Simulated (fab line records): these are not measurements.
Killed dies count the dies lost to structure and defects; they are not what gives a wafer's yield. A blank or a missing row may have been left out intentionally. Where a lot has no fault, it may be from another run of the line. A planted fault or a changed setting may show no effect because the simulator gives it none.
Chamber matching || flow n5_finfet || 3 sister chambers for N5_BEOL_M7_CURE_74 on uv_cure-03
The step cures SiCOH lowk, time 240 s. 6 wafers are shown with their chamber, then 9 later ones without.

## WAFERS, EACH WITH ITS CHAMBER
{"wafer": "L081.5", "chamber": 2, "lamp_power_pct (%)": 52.30, "wafer_temp_C_max": 386.5}
{"wafer": "L081.6", "chamber": 2, "lamp_power_pct (%)": 52.40, "wafer_temp_C_max": 386.6}
{"wafer": "L083.3", "chamber": 0, "lamp_power_pct (%)": 52.36, "wafer_temp_C_max": 386.4}
{"wafer": "L083.4", "chamber": 0, "lamp_power_pct (%)": 52.36, "wafer_temp_C_max": 387.3}
{"wafer": "L088.5", "chamber": 1, "lamp_power_pct (%)": 52.28, "wafer_temp_C_max": 386.2}
{"wafer": "L088.6", "chamber": 1, "lamp_power_pct (%)": 52.32, "wafer_temp_C_max": 386.5}

## WAFERS WHOSE CHAMBER IS MISSING
{"wafer": "L090.1", "lamp_power_pct (%)": 52.28, "wafer_temp_C_max": 387.7}
{"wafer": "L090.2", "lamp_power_pct (%)": 52.27, "wafer_temp_C_max": 387.3}
{"wafer": "L090.6", "lamp_power_pct (%)": 52.35, "wafer_temp_C_max": 387.1}
{"wafer": "L093.1", "lamp_power_pct (%)": 52.39, "wafer_temp_C_max": 386.8}
{"wafer": "L093.2", "lamp_power_pct (%)": 52.26, "wafer_temp_C_max": 386.3}
{"wafer": "L093.6", "lamp_power_pct (%)": 52.20, "wafer_temp_C_max": 386.6}
{"wafer": "L095.2", "lamp_power_pct (%)": 52.32, "wafer_temp_C_max": 386.8}
{"wafer": "L095.3", "lamp_power_pct (%)": 52.29, "wafer_temp_C_max": 387.4}
{"wafer": "L095.5", "lamp_power_pct (%)": 52.22, "wafer_temp_C_max": 386.9}

## WHICH CHAMBER EACH ONE RAN IN
{"wafer": "L090.1", "from the rows above": "can't be placed: 0 or 2 or 1", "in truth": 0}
{"wafer": "L090.2", "from the rows above": "can't be placed: 0 or 1 or 2", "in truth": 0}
{"wafer": "L090.6", "from the rows above": "can't be placed: 0 or 2 or 1", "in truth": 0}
{"wafer": "L093.1", "from the rows above": "can't be placed: 0 or 2 or 1", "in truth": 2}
{"wafer": "L093.2", "from the rows above": "can't be placed: 1 or 2 or 0", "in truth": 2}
{"wafer": "L093.6", "from the rows above": "can't be placed: 1 or 2 or 0", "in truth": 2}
{"wafer": "L095.2", "from the rows above": "can't be placed: 0 or 2 or 1", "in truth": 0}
{"wafer": "L095.3", "from the rows above": "can't be placed: 0 or 2 or 1", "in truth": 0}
{"wafer": "L095.5", "from the rows above": "can't be placed: 1 or 2 or 0", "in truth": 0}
Placed correctly: 0 of 9. Can't be placed from these rows: 9 (the true chamber is among the candidates in 9). 0 placed wrongly.
How it was worked out, from the rows above alone: a wafer's distance from a chamber is the root of the sum, over the readings, of the square of ((its reading less the chamber's mean) divided by the reading's scatter). The wafer belongs to the nearest chamber; if the next one is less than 2 further off, it can't be placed. For every chamber, the mean is computed from those of its wafers that are shown. The scatter is the square root of a quotient: the sum, over the shown wafers, of each reading's squared deviation from its chamber's mean, divided by wafers minus chambers.
